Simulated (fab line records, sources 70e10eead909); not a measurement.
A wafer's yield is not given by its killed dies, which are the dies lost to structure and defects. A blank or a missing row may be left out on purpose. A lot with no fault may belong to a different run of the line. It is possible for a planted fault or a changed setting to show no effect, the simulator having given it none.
fab line records / flow nandHarc
record lots=5 wafers=15 lastDay=32
route steps=1302 shown P_GATE@134 END@1302
lots that met no fault: from a run of the same line without faults
startH: start of the lot's first displayed wafer, in hours after the record's first day / waitH: time in hours since the lot's previous step / " the same as in the row above / L1.1+2: a row that stands for several wafers / - no value present, or no start provided / * or withheld: withheld / < > ~ a bound
route shown NAME@n: NAME is a module with steps in the file, n the number in the route of the first one / usual: mean and standard deviation over wafers with no fault / same: alike in all rows / chamber/n: place in a boat / sites: per-site readings / _std_site: standard deviation of those values / _edge_site: outer sites' mean less inner sites' / radiusMm: how far each site lies from the wafer's centre / mask NAME#n: copy n / behind: the tool/chamber that last shaped the wafer / hold: what put the lot on hold/how long, in hours/how the hold closed / device: transistor that didn't switch, given as n, p or np / end of line: at the end of the route, the tests of the same wafers / where a step has no rows: the recipe by itself / killed: not the wafer's yield, but the dies lost to structure and defects at the first sort / map: dies across one wafer; x = killed, . = not, _ = none there
set.NAME: the run value of the setting; set.NAME@STEP: its run value at that earlier step / model.NAME: the simulator's own value behind a step, which no gauge read
lots at some steps of the route; a table a step, a row a wafer
services: the hour from which a tool's chamber was out of use, counted from the record's first day as startH (under 0 if before that day), plus the number of hours and why
## steps
# step NHARC_P_GATE_HMDS_19
# recipe timeS=30
# step NHARC_P_GATE_COAT_20
# recipe spinRpm=1500 resistThkNm=90
# step NHARC_P_GATE_SOFTBAKE_21
# recipe tempC=105 timeS=55
# step NHARC_P_GATE_EBR_22
# step NHARC_P_GATE_EXPOSE_23
# recipe na=1.35 targetCdNm=120 doseMj=93.91 maskId=P_GATE
# step NHARC_P_GATE_PEB_24
# recipe pebTempC=100 pebTimeS=65
# step NHARC_P_GATE_DEVELOP_25
# recipe developTimeS=35 devTempC=23
# step NHARC_P_GATE_CD_MEAS_26
# recipe targetCdNm=120 landingEnergyEv=500
# usual cdNm=120.1/0.88
# same landingEnergyEv=500
lot.wafer=L318.4 tool=cdSem-03 chamber=0 startH=214.60 waitH=- cdNm=119.2
lot.wafer=L318.5 tool=cdSem-03 chamber=0 startH=214.60 waitH=- cdNm=119.6
lot.wafer=L318.6 tool=cdSem-03 chamber=0 startH=214.60 waitH=- cdNm=119.3
lot.wafer=L322.2 tool=cdSem-02 chamber=0 startH=258.42 waitH=- cdNm=119.9
lot.wafer=L322.4 tool=cdSem-02 chamber=0 startH=258.42 waitH=- cdNm=121.9
lot.wafer=L322.5 tool=cdSem-02 chamber=0 startH=258.42 waitH=- cdNm=120.1
lot.wafer=L325.1 tool=cdSem-03 chamber=0 startH=280.27 waitH=- cdNm=119.6
lot.wafer=L325.4 tool=cdSem-03 chamber=0 startH=280.27 waitH=- cdNm=118.9
lot.wafer=L325.5 tool=cdSem-03 chamber=0 startH=280.27 waitH=- cdNm=119.7
lot.wafer=L326.1 tool=cdSem-02 chamber=0 startH=300.73 waitH=- cdNm=120.2
lot.wafer=L326.2 tool=cdSem-02 chamber=0 startH=300.73 waitH=- cdNm=120.7
lot.wafer=L326.5 tool=cdSem-02 chamber=0 startH=300.73 waitH=- cdNm=121.5
lot.wafer=L327.1 tool=cdSem-01 chamber=0 startH=305.32 waitH=- cdNm=120.7
lot.wafer=L327.4 tool=cdSem-01 chamber=0 startH=305.32 waitH=- cdNm=119.7
lot.wafer=L327.5 tool=cdSem-01 chamber=0 startH=305.32 waitH=- cdNm=120.1
# step NHARC_P_GATE_OVL_MEAS_27
# usual overlayXNm=-0.2/0.83 overlayYNm=-0.2/0.82
lot.wafer=L318.4 tool=overlay-01 chamber=- startH=214.68 waitH=- overlayXNm=0.1 overlayYNm=1.9
lot.wafer=L318.5 tool=overlay-01 chamber=- startH=214.68 waitH=- overlayXNm=0.2 overlayYNm=1.5
lot.wafer=L318.6 tool=overlay-01 chamber=- startH=214.68 waitH=- overlayXNm=0.7 overlayYNm=1.8
lot.wafer=L322.2 tool=overlay-02 chamber=- startH=258.51 waitH=- overlayXNm=-0.1 overlayYNm=-2.1
lot.wafer=L322.4 tool=overlay-02 chamber=- startH=258.51 waitH=- overlayXNm=-0.2 overlayYNm=-2.1
lot.wafer=L322.5 tool=overlay-02 chamber=- startH=258.51 waitH=- overlayXNm=0.1 overlayYNm=-2.3
lot.wafer=L325.1 tool=overlay-01 chamber=- startH=280.36 waitH=- overlayXNm=0.0 overlayYNm=0.0
lot.wafer=L325.4 tool=overlay-01 chamber=- startH=280.36 waitH=- overlayXNm=0.2 overlayYNm=-0.3
lot.wafer=L325.5 tool=overlay-01 chamber=- startH=280.36 waitH=- overlayXNm=0.1 overlayYNm=-0.1
lot.wafer=L326.1 tool=overlay-01 chamber=- startH=300.82 waitH=- overlayXNm=-0.6 overlayYNm=-0.6
lot.wafer=L326.2 tool=overlay-01 chamber=- startH=300.82 waitH=- overlayXNm=-0.4 overlayYNm=-0.5
lot.wafer=L326.5 tool=overlay-01 chamber=- startH=300.82 waitH=- overlayXNm=-0.1 overlayYNm=-0.5
lot.wafer=L327.1 tool=overlay-01 chamber=- startH=305.41 waitH=- overlayXNm=-2.1 overlayYNm=-0.4
lot.wafer=L327.4 tool=overlay-01 chamber=- startH=305.41 waitH=- overlayXNm=-1.8 overlayYNm=-0.3
lot.wafer=L327.5 tool=overlay-01 chamber=- startH=305.41 waitH=- overlayXNm=-2.0 overlayYNm=0.2
# step NHARC_P_GATE_INSPECT_28
# usual rawDefectCount=6.9/2.9
lot.wafer=L318.4 tool=defectInspect-01 chamber=- startH=214.72 waitH=0.0 rawDefectCount=4
lot.wafer=L318.5 tool=defectInspect-01 chamber=- startH=214.72 waitH=0.0 rawDefectCount=8
lot.wafer=L318.6 tool=defectInspect-01 chamber=- startH=214.72 waitH=0.0 rawDefectCount=6
lot.wafer=L322.2 tool=defectInspect-01 chamber=- startH=258.54 waitH=0.0 rawDefectCount=9
lot.wafer=L322.4 tool=defectInspect-01 chamber=- startH=258.54 waitH=0.0 rawDefectCount=4
lot.wafer=L322.5 tool=defectInspect-01 chamber=- startH=258.54 waitH=0.0 rawDefectCount=10
lot.wafer=L325.1 tool=defectInspect-02 chamber=- startH=280.40 waitH=0.0 rawDefectCount=9
lot.wafer=L325.4 tool=defectInspect-02 chamber=- startH=280.40 waitH=0.0 rawDefectCount=11
lot.wafer=L325.5 tool=defectInspect-02 chamber=- startH=280.40 waitH=0.0 rawDefectCount=5
lot.wafer=L326.1 tool=defectInspect-01 chamber=- startH=300.86 waitH=0.0 rawDefectCount=8
lot.wafer=L326.2 tool=defectInspect-01 chamber=- startH=300.86 waitH=0.0 rawDefectCount=9
lot.wafer=L326.5 tool=defectInspect-01 chamber=- startH=300.86 waitH=0.0 rawDefectCount=4
lot.wafer=L327.1 tool=defectInspect-01 chamber=- startH=305.44 waitH=0.0 rawDefectCount=4
lot.wafer=L327.4 tool=defectInspect-01 chamber=- startH=305.44 waitH=0.0 rawDefectCount=2
lot.wafer=L327.5 tool=defectInspect-01 chamber=- startH=305.44 waitH=0.0 rawDefectCount=5
# step NHARC_P_GATE_DESCUM_31
# recipe timeS=3 o2FlowSccm=200 arFlowSccm=0 biasPowerW=0 chemistry=O2
# usual drypumpMotorCurrentA=5.6/0.42 oesProductAu=1.001/0.015 rfVppV=58.0/0.87 showerheadPlenumPTorr=1.95/0.091 throttleValvePct=11.312/0.0093
lot.wafer=L318.4 tool=rieDiel-13 chamber=1 startH=214.80 waitH=0.1 drypumpMotorCurrentA=5.8 oesProductAu=0.984 rfHoursCounterH=2 rfVppV=57.8 showerheadPlenumPTorr=1.83 throttleValvePct=11.311
lot.wafer=L318.5 tool=rieDiel-13 chamber=2 startH=214.80 waitH=0.1 drypumpMotorCurrentA=5.2 oesProductAu=0.994 rfHoursCounterH=- rfVppV=60.2 showerheadPlenumPTorr=2.06 throttleValvePct=11.316
lot.wafer=L318.6 tool=rieDiel-13 chamber=3 startH=214.80 waitH=0.1 drypumpMotorCurrentA=5.0 oesProductAu=1.003 rfHoursCounterH=- rfVppV=57.5 showerheadPlenumPTorr=1.85 throttleValvePct=11.316
lot.wafer=L322.2 tool=rieDiel-09 chamber=2 startH=258.62 waitH=0.1 drypumpMotorCurrentA=6.0 oesProductAu=1.000 rfHoursCounterH=6 rfVppV=57.6 showerheadPlenumPTorr=1.80 throttleValvePct=11.321
lot.wafer=L322.4 tool=rieDiel-09 chamber=3 startH=258.62 waitH=0.1 drypumpMotorCurrentA=6.1 oesProductAu=0.996 rfHoursCounterH=6 rfVppV=58.3 showerheadPlenumPTorr=2.02 throttleValvePct=11.295
lot.wafer=L322.5 tool=rieDiel-09 chamber=0 startH=258.62 waitH=0.1 drypumpMotorCurrentA=4.9 oesProductAu=0.999 rfHoursCounterH=- rfVppV=59.8 showerheadPlenumPTorr=1.95 throttleValvePct=11.322
lot.wafer=L325.4 tool=rieDiel-09 chamber=3 startH=280.47 waitH=0.1 drypumpMotorCurrentA=6.1 oesProductAu=1.011 rfHoursCounterH=7 rfVppV=59.7 showerheadPlenumPTorr=2.02 throttleValvePct=11.320
lot.wafer=L325.1 tool=rieDiel-09 chamber=0 startH=280.47 waitH=0.1 drypumpMotorCurrentA=4.9 oesProductAu=0.999 rfHoursCounterH=7 rfVppV=58.6 showerheadPlenumPTorr=1.95 throttleValvePct=11.322
lot.wafer=L325.5 tool=rieDiel-09 chamber=2 startH=280.47 waitH=0.1 drypumpMotorCurrentA=6.0 oesProductAu=1.017 rfHoursCounterH=- rfVppV=56.8 showerheadPlenumPTorr=1.80 throttleValvePct=11.308
lot.wafer=L326.1 tool=rieDiel-08 chamber=1 startH=300.92 waitH=0.1 drypumpMotorCurrentA=6.1 oesProductAu=1.000 rfHoursCounterH=6 rfVppV=58.6 showerheadPlenumPTorr=1.94 throttleValvePct=11.312
lot.wafer=L326.2 tool=rieDiel-08 chamber=2 startH=300.92 waitH=0.1 drypumpMotorCurrentA=5.3 oesProductAu=1.001 rfHoursCounterH=5 rfVppV=58.4 showerheadPlenumPTorr=1.94 throttleValvePct=11.318
lot.wafer=L326.5 tool=rieDiel-08 chamber=2 startH=300.92 waitH=0.1 drypumpMotorCurrentA=5.3 oesProductAu=0.997 rfHoursCounterH=- rfVppV=59.3 showerheadPlenumPTorr=1.94 throttleValvePct=11.332
lot.wafer=L327.1 tool=rieDiel-13 chamber=0 startH=305.51 waitH=0.1 drypumpMotorCurrentA=5.7 oesProductAu=0.986 rfHoursCounterH=9 rfVppV=58.9 showerheadPlenumPTorr=2.04 throttleValvePct=11.304
lot.wafer=L327.5 tool=rieDiel-13 chamber=0 startH=305.51 waitH=0.1 drypumpMotorCurrentA=5.7 oesProductAu=0.993 rfHoursCounterH=- rfVppV=58.6 showerheadPlenumPTorr=2.04 throttleValvePct=11.318
lot.wafer=L327.4 tool=rieDiel-13 chamber=2 startH=305.51 waitH=0.1 drypumpMotorCurrentA=5.2 oesProductAu=0.984 rfHoursCounterH=- rfVppV=58.1 showerheadPlenumPTorr=2.06 throttleValvePct=11.305
# step NHARC_P_GATE_ETCH_104
# recipe targetDepthA=600 timeS=withheld cf4FlowSccm=100 chf3FlowSccm=30 arFlowSccm=0 rfW=500 biasW=200 chemistry=CF4/CHF3
# usual drypumpMotorCurrentA=5.6/0.4 oesProductAu=0.956/0.023 rfFwdPowerW=492.4/2.6 rfVppV=371.3/2.5 showerheadPlenumPTorr=1.59/0.074 throttleValvePct=16.803/0.0093
lot.wafer=L318.4 tool=rieDiel-13 chamber=3 startH=214.86 waitH=0.1 drypumpMotorCurrentA=5.1 oesProductAu=0.924 rfFwdPowerW=490.8 rfVppV=369.8 showerheadPlenumPTorr=1.52 throttleValvePct=16.799
lot.wafer=L318.6 tool=rieDiel-13 chamber=2 startH=214.86 waitH=0.1 drypumpMotorCurrentA=5.2 oesProductAu=0.917 rfFwdPowerW=489.8 rfVppV=375.1 showerheadPlenumPTorr=1.69 throttleValvePct=16.812
lot.wafer=L318.5 tool=rieDiel-13 chamber=3 startH=214.86 waitH=0.1 drypumpMotorCurrentA=5.1 oesProductAu=0.926 rfFwdPowerW=490.8 rfVppV=369.7 showerheadPlenumPTorr=1.52 throttleValvePct=16.810
lot.wafer=L322.4 tool=rieDiel-09 chamber=1 startH=258.69 waitH=0.1 drypumpMotorCurrentA=6.0 oesProductAu=0.930 rfFwdPowerW=492.9 rfVppV=370.4 showerheadPlenumPTorr=1.60 throttleValvePct=16.812
lot.wafer=L322.2 tool=rieDiel-09 chamber=2 startH=258.69 waitH=0.1 drypumpMotorCurrentA=6.0 oesProductAu=0.949 rfFwdPowerW=494.3 rfVppV=367.8 showerheadPlenumPTorr=1.48 throttleValvePct=16.795
lot.wafer=L322.5 tool=rieDiel-09 chamber=2 startH=258.69 waitH=0.1 drypumpMotorCurrentA=6.0 oesProductAu=0.934 rfFwdPowerW=494.9 rfVppV=366.7 showerheadPlenumPTorr=1.48 throttleValvePct=16.816
lot.wafer=L325.1 tool=rieDiel-09 chamber=0 startH=280.55 waitH=0.1 drypumpMotorCurrentA=4.8 oesProductAu=0.977 rfFwdPowerW=496.9 rfVppV=372.4 showerheadPlenumPTorr=1.60 throttleValvePct=16.806
lot.wafer=L325.4 tool=rieDiel-09 chamber=1 startH=280.55 waitH=0.1 drypumpMotorCurrentA=6.1 oesProductAu=0.962 rfFwdPowerW=492.8 rfVppV=371.8 showerheadPlenumPTorr=1.60 throttleValvePct=16.799
lot.wafer=L325.5 tool=rieDiel-09 chamber=3 startH=280.55 waitH=0.1 drypumpMotorCurrentA=6.1 oesProductAu=0.975 rfFwdPowerW=491.9 rfVppV=373.2 showerheadPlenumPTorr=1.66 throttleValvePct=16.816
lot.wafer=L326.1 tool=rieDiel-08 chamber=2 startH=301.01 waitH=0.1 drypumpMotorCurrentA=5.3 oesProductAu=0.961 rfFwdPowerW=488.8 rfVppV=372.7 showerheadPlenumPTorr=1.59 throttleValvePct=16.826
lot.wafer=L326.2 tool=rieDiel-08 chamber=3 startH=301.01 waitH=0.1 drypumpMotorCurrentA=5.7 oesProductAu=0.969 rfFwdPowerW=494.5 rfVppV=372.7 showerheadPlenumPTorr=1.67 throttleValvePct=16.810
lot.wafer=L326.5 tool=rieDiel-08 chamber=1 startH=301.01 waitH=0.1 drypumpMotorCurrentA=6.1 oesProductAu=0.959 rfFwdPowerW=493.7 rfVppV=370.8 showerheadPlenumPTorr=1.60 throttleValvePct=16.809
lot.wafer=L327.1 tool=rieDiel-13 chamber=2 startH=305.62 waitH=0.1 drypumpMotorCurrentA=5.2 oesProductAu=0.953 rfFwdPowerW=491.1 rfVppV=374.1 showerheadPlenumPTorr=1.69 throttleValvePct=16.798
lot.wafer=L327.4 tool=rieDiel-13 chamber=1 startH=305.62 waitH=0.1 drypumpMotorCurrentA=5.8 oesProductAu=0.944 rfFwdPowerW=493.0 rfVppV=368.0 showerheadPlenumPTorr=1.51 throttleValvePct=16.809
lot.wafer=L327.5 tool=rieDiel-13 chamber=2 startH=305.62 waitH=0.1 drypumpMotorCurrentA=5.2 oesProductAu=0.949 rfFwdPowerW=491.9 rfVppV=374.1 showerheadPlenumPTorr=1.69 throttleValvePct=16.804
# step NHARC_P_GATE_HM_OPEN_105
# recipe targetDepthA=3600 o2FlowSccm=400 cosFlowSccm=20 arFlowSccm=0 rfW=500 biasW=300 chemistry=O2/COS
# usual drypumpMotorCurrentA=5.6/0.41 oesProductAu=0.999/0.012 rfFwdPowerW=497.9/1.5 rfVppV=468/3.1 showerheadPlenumPTorr=3.16/0.15 throttleValvePct=28.330/0.0092
lot.wafer=L318.4 tool=rieDiel-13 chamber=3 startH=214 waitH=- drypumpMotorCurrentA=5.0 oesProductAu=1.015 rfFwdPowerW=498.2 rfHoursCounterH=2 rfVppV=465 showerheadPlenumPTorr=3.03 throttleValvePct=28.322
lot.wafer=L318.5 tool=rieDiel-13 chamber=3 startH=214 waitH=- drypumpMotorCurrentA=5.1 oesProductAu=1.001 rfFwdPowerW=499.0 rfHoursCounterH=- rfVppV=464 showerheadPlenumPTorr=3.03 throttleValvePct=28.319
lot.wafer=L318.6 tool=rieDiel-13 chamber=0 startH=214 waitH=- drypumpMotorCurrentA=5.7 oesProductAu=0.527 rfFwdPowerW=498.0 rfHoursCounterH=- rfVppV=470 showerheadPlenumPTorr=3.32 throttleValvePct=28.330
lot.wafer=L322.2 tool=rieDiel-09 chamber=0 startH=258 waitH=- drypumpMotorCurrentA=4.9 oesProductAu=1.010 rfFwdPowerW=499.8 rfHoursCounterH=5 rfVppV=468 showerheadPlenumPTorr=3.18 throttleValvePct=28.334
lot.wafer=L322.4 tool=rieDiel-09 chamber=1 startH=258 waitH=- drypumpMotorCurrentA=6.1 oesProductAu=1.008 rfFwdPowerW=500.2 rfHoursCounterH=5 rfVppV=468 showerheadPlenumPTorr=3.17 throttleValvePct=28.334
lot.wafer=L322.5 tool=rieDiel-09 chamber=3 startH=258 waitH=- drypumpMotorCurrentA=6.1 oesProductAu=1.001 rfFwdPowerW=496.9 rfHoursCounterH=- rfVppV=470 showerheadPlenumPTorr=3.29 throttleValvePct=28.321
lot.wafer=L325.4 tool=rieDiel-09 chamber=1 startH=280 waitH=- drypumpMotorCurrentA=6.1 oesProductAu=1.013 rfFwdPowerW=499.0 rfHoursCounterH=7 rfVppV=468 showerheadPlenumPTorr=3.17 throttleValvePct=28.327
lot.wafer=L325.1 tool=rieDiel-09 chamber=2 startH=280 waitH=- drypumpMotorCurrentA=6.0 oesProductAu=1.007 rfFwdPowerW=495.5 rfHoursCounterH=8 rfVppV=463 showerheadPlenumPTorr=2.94 throttleValvePct=28.323
lot.wafer=L325.5 tool=rieDiel-09 chamber=2 startH=280 waitH=- drypumpMotorCurrentA=6.0 oesProductAu=1.006 rfFwdPowerW=496.8 rfHoursCounterH=- rfVppV=464 showerheadPlenumPTorr=2.94 throttleValvePct=28.337
lot.wafer=L326.2 tool=rieDiel-08 chamber=0 startH=301 waitH=- drypumpMotorCurrentA=5.9 oesProductAu=0.994 rfFwdPowerW=498.4 rfHoursCounterH=6 rfVppV=464 showerheadPlenumPTorr=2.92 throttleValvePct=28.338
lot.wafer=L326.1 tool=rieDiel-08 chamber=2 startH=301 waitH=- drypumpMotorCurrentA=5.3 oesProductAu=1.004 rfFwdPowerW=498.3 rfHoursCounterH=5 rfVppV=466 showerheadPlenumPTorr=3.16 throttleValvePct=28.330
lot.wafer=L326.5 tool=rieDiel-08 chamber=1 startH=301 waitH=- drypumpMotorCurrentA=6.1 oesProductAu=1.008 rfFwdPowerW=497.7 rfHoursCounterH=- rfVppV=469 showerheadPlenumPTorr=3.17 throttleValvePct=28.330
lot.wafer=L327.1 tool=rieDiel-13 chamber=2 startH=305 waitH=- drypumpMotorCurrentA=5.2 oesProductAu=0.990 rfFwdPowerW=498.6 rfHoursCounterH=9 rfVppV=470 showerheadPlenumPTorr=3.35 throttleValvePct=28.344
lot.wafer=L327.5 tool=rieDiel-13 chamber=0 startH=305 waitH=- drypumpMotorCurrentA=5.7 oesProductAu=0.996 rfFwdPowerW=499.6 rfHoursCounterH=- rfVppV=471 showerheadPlenumPTorr=3.31 throttleValvePct=28.324
lot.wafer=L327.4 tool=rieDiel-13 chamber=1 startH=305 waitH=- drypumpMotorCurrentA=5.8 oesProductAu=0.977 rfFwdPowerW=499.5 rfHoursCounterH=- rfVppV=464 showerheadPlenumPTorr=3.00 throttleValvePct=28.308
# step NHARC_P_GATE_STRIP_106
# recipe o2FlowSccm=400 cosFlowSccm=20 arFlowSccm=0 biasW=0 chemistry=O2/COS
# step NHARC_END_SORT_01
# recipe tempC=25
# usual killedAtArray=52/17 killedAtOther=1.2/1.4 killedAtPeriphery=4.7/2.9 killedDies=58/17 killedOpen=3.2/1.9 killedShort=2.4/1.4
# same grossDies=677
lot.wafer=L318.6 tool=prober-02 chamber=0 startH=672.51 waitH=4.0 killedAtArray=47 killedAtOther=1 killedAtPeriphery=629 killedDies=677 killedOpen=6 killedShort=0
# killed by level:class
L318.6 P_GATE:areaOpen=626 A_CHANNEL_HOLE_D2:chamberFilmFlake=20 A_CONTACT:chamberFilmFlake=8 A_CHANNEL_HOLE_D1:chamberFilmFlake=4 A_SLIT:chamberFilmFlake=3 A_BLC:chamberFilmFlake=3 P_GATE:geometricParticle:open=2 A_M0:geometricParticle:open=2
# map L318.6 (x killed, . not)
____________x____________
_________xxxxxxx_________
_______xxxxxxxxxxx_______
______xxxxxxxxxxxxx______
_____xxxxxxxxxxxxxxx_____
____xxxxxxxxxxxxxxxxx____
____xxxxxxxxxxxxxxxxx____
___xxxxxxxxxxxxxxxxxxx___
___xxxxxxxxxxxxxxxxxxx___
__xxxxxxxxxxxxxxxxxxxxx__
__xxxxxxxxxxxxxxxxxxxxx__
_xxxxxxxxxxxxxxxxxxxxxxx_
_xxxxxxxxxxxxxxxxxxxxxxx_
_xxxxxxxxxxxxxxxxxxxxxxx_
_xxxxxxxxxxxxxxxxxxxxxxx_
_xxxxxxxxxxxxxxxxxxxxxxx_
xxxxxxxxxxxxxxxxxxxxxxxxx
xxxxxxxxxxxxxxxxxxxxxxxxx
xxxxxxxxxxxxxxxxxxxxxxxxx
xxxxxxxxxxxxxxxxxxxxxxxxx
xxxxxxxxxxxxxxxxxxxxxxxxx
_xxxxxxxxxxxxxxxxxxxxxxx_
_xxxxxxxxxxxxxxxxxxxxxxx_
_xxxxxxxxxxxxxxxxxxxxxxx_
_xxxxxxxxxxxxxxxxxxxxxxx_
_xxxxxxxxxxxxxxxxxxxxxxx_
__xxxxxxxxxxxxxxxxxxxxx__
__xxxxxxxxxxxxxxxxxxxxx__
___xxxxxxxxxxxxxxxxxxx___
___xxxxxxxxxxxxxxxxxxx___
____xxxxxxxxxxxxxxxxx____
____xxxxxxxxxxxxxxxxx____
_____xxxxxxxxxxxxxxx_____
______xxxxxxxxxxxxx______
_______xxxxxxxxxxx_______
_________xxxxxxx_________
____________x____________
# map L327.5 (x killed, . not)
____________.____________
_________......x_________
_______x.........._______
______........x....______
_____....x.........._____
____....x....x...x...____
____x................____
___..xx...............___
___...x...............___
__.....................__
__..xx.x...............__
_.x...........x........._
_....x.................._
_......x.....x..x..x...._
_.....x...xx.x..x..x...._
_........xxx............_
x..........x.x...........
....xx.x...xxx...........
.............x...........
....x.......x.x..........
..x......................
_.........x............._
_.........x............._
_......................._
_..........x............_
_......................._
__.....................__
__.....................__
___.....x.............___
___.......x...........___
____...x....x........____
____.................____
_____.x............._____
______.............______
_______..........._______
_________......._________
____________.____________
## services
tool=rieDiel-08 chamber=- startH=190.80 hours=9.0 kind=pm
tool=rieDiel-13 chamber=0 startH=198.50 hours=- kind=clean
tool=rieDiel-13 chamber=1 startH=198.50 hours=- kind=clean
tool=rieDiel-13 chamber=2 startH=198.50 hours=- kind=clean
tool=rieDiel-13 chamber=3 startH=198.50 hours=- kind=clean
tool=rieDiel-09 chamber=3 startH=200.05 hours=2.7 kind=repair
tool=rieDiel-09 chamber=0 startH=201.10 hours=- kind=clean
tool=rieDiel-09 chamber=1 startH=201.10 hours=- kind=clean
tool=rieDiel-09 chamber=2 startH=201.10 hours=- kind=clean
tool=rieDiel-13 chamber=- startH=203.11 hours=0.3 kind=repair
tool=rieDiel-13 chamber=0 startH=223.00 hours=- kind=clean
tool=rieDiel-13 chamber=1 startH=223.00 hours=- kind=clean
tool=rieDiel-13 chamber=2 startH=223.00 hours=- kind=clean
tool=rieDiel-13 chamber=3 startH=223.00 hours=- kind=clean
tool=rieDiel-09 chamber=0 startH=225.60 hours=- kind=clean
tool=rieDiel-09 chamber=1 startH=225.60 hours=- kind=clean
tool=rieDiel-09 chamber=2 startH=225.60 hours=- kind=clean
tool=rieDiel-09 chamber=3 startH=225.60 hours=- kind=clean
tool=rieDiel-13 chamber=0 startH=247.50 hours=- kind=clean
tool=rieDiel-13 chamber=1 startH=247.50 hours=- kind=clean
tool=rieDiel-13 chamber=2 startH=247.50 hours=- kind=clean
tool=rieDiel-13 chamber=3 startH=247.50 hours=- kind=clean
tool=rieDiel-13 chamber=3 startH=298.39 hours=30.6 kind=repair
tool=rieDiel-09 chamber=2 startH=299.62 hours=4.5 kind=repair
## key
firstSign step=NHARC_P_GATE_HM_OPEN_105 reading=oesProductAu direction=down sigmas=39 usual=0.999 struck=0.527
effect step=NHARC_END_SORT_01 reading=killedAtPeriphery direction=up sigmas=99+ usual=4.7 struck=629
moreKillsBornAt NHARC_P_GATE_HM_OPEN_105@rieDiel-13=626
metAt NHARC_P_GATE_HM_OPEN_105
struckWafers L318.6
laterRowsLeftOut L318.6
testerLeftOut L318
fault kind=processParameterDrift tool=rieDiel-13 chamber=0 onsetH=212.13 steps=NHARC_P_GATE_HM_OPEN_105 channel=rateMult offset=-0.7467 shape=step endH=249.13
# testerLeftOut: of these lots the tester's yield and bins aren't shown, on N5 and GAA mostly nor the transistor test; their killed dies are dies lost to structure and defects alone, not to doping, threshold or leakage, so they don't give the yield
# laterRowsLeftOut: the simulator's readings of these wafers behind a module that went badly wrong aren't trusted and aren't shown, but for the sort
